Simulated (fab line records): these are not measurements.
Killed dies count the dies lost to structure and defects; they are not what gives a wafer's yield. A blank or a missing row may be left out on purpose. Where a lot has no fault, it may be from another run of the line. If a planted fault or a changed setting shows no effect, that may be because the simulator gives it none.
One fault through the eyes of 3 desks :: flow n5Finfet :: numbers are kept per desk, each desk with only its own; the story behind them comes last

== THE DEFECT DESK ==
What the inspections along the route counted, lot by lot: means of the sampled wafers that have a number. The brackets show how far a lot's mean lies from the usual mean; more than 4 standard deviations puts the lot out of limits, marked OUT.
Columns: A = rawDefectCount at N5_PASSIVATION_INSPECT_67, usual 2.0
lot: L247
first seen here: day 13 21:45
A: 0.7

lot: L253
first seen here: day 15 11:37
A: 2.3

lot: L254
first seen here: day 16 13:29
A: 2.3

lot: L256
first seen here: day 16 14:51
A: 1.0

lot: L260
first seen here: day 17 23:26
A: 2.3

lot: L261
first seen here: day 18 00:01
A: 4.0
Finding of this desk: none of the 6 lots has anything out of limits.

== THE METROLOGY DESK ==
What the gauges read, lot by lot, whatever tool the lot ran on: means of the sampled wafers that have a number. The brackets show how far a lot's mean lies from the usual mean; more than 4 standard deviations puts the lot out of limits, marked OUT.
Columns: A = cdNm at N5_PASSIVATION_CD_MEAS_44, usual 40002 nm; B = PASS_OPEN_OVL at N5_PASSIVATION_OVL_MEAS_66, usual 0 nm
lot: L247
first seen here: day 13 21:40
A: 40007
B: 3

lot: L253
first seen here: day 15 11:34
A: 39999
B: 3

lot: L254
first seen here: day 16 13:26
A: 40007
B: -1

lot: L256
first seen here: day 16 14:48
A: 40002
B: -2

lot: L260
first seen here: day 17 23:23
A: 39995
B: -2

lot: L261
first seen here: day 17 23:58
A: 40008
B: -2
Finding of this desk: none of the 6 lots has anything out of limits.

== FOR THE TOOL OWNER'S DESK: rieDiel-06 ==
The tool's own readings at N5_PASSIVATION_PASS_ETCH_47 (etches SiNx in CF4/O2, target depth 770 nm, time 385 s): means of the sampled wafers that have a number, for each lot that ran on this tool. The brackets show how far a lot's mean lies from the usual mean; more than 4 standard deviations puts the lot out of limits, marked OUT.
Columns: A = drypumpMotorCurrentA at N5_PASSIVATION_PASS_ETCH_47, usual 5.6 A; B = oesProductAu at N5_PASSIVATION_PASS_ETCH_47, usual 0.81 a.u.; C = rfVppV at N5_PASSIVATION_PASS_ETCH_47, usual 238 V; D = runLengthS at N5_PASSIVATION_PASS_ETCH_47, usual 408.5 s; E = showerheadPlenumPTorr at N5_PASSIVATION_PASS_ETCH_47, usual 2.17 Torr; F = throttleValvePct at N5_PASSIVATION_PASS_ETCH_47, usual 15.87 %
lot: L247
first seen here: day 13 21:49
A: 5.8
B: 0.81
C: 242
D: 408.5
E: 2.15
F: 15.94

lot: L254
first seen here: day 16 13:34
A: 5.5
B: 0.77
C: 237
D: 421.3 (+36) OUT
E: 2.15
F: 15.94

lot: L256
first seen here: day 16 14:56
A: 5.6
B: 0.82
C: 228
D: 421.3 (+35) OUT
E: 2.14
F: 15.73
This desk's finding: out of limits on L254, L256; first on L254, day 16 13:34 (runLengthS at N5_PASSIVATION_PASS_ETCH_47). Within limits: L247.

== TAKEN TOGETHER ==
The tool owner's desk had the chance to raise an alarm at day 16 13:34 on L254, L256.
The defect desk saw nothing out of limits.
The metrology desk saw nothing out of limits.
The defect desk has L254, L256 on record, within its limits.
The metrology desk holds a record of L254, L256, inside its limits.
Every lot named ran N5_PASSIVATION_PASS_ETCH_47 on rieDiel-06.

== WHAT WAS PUT IN BY THE SIMULATOR ==
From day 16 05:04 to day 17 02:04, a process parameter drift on rieDiel-06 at N5_PASSIVATION_PASS_ETCH_47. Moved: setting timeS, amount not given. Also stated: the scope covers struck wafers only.
Struck lots among those shown: L254, L256.
Delay in hours, fault start to first out-of-limits reading, by desk: the tool owner's desk at 8.
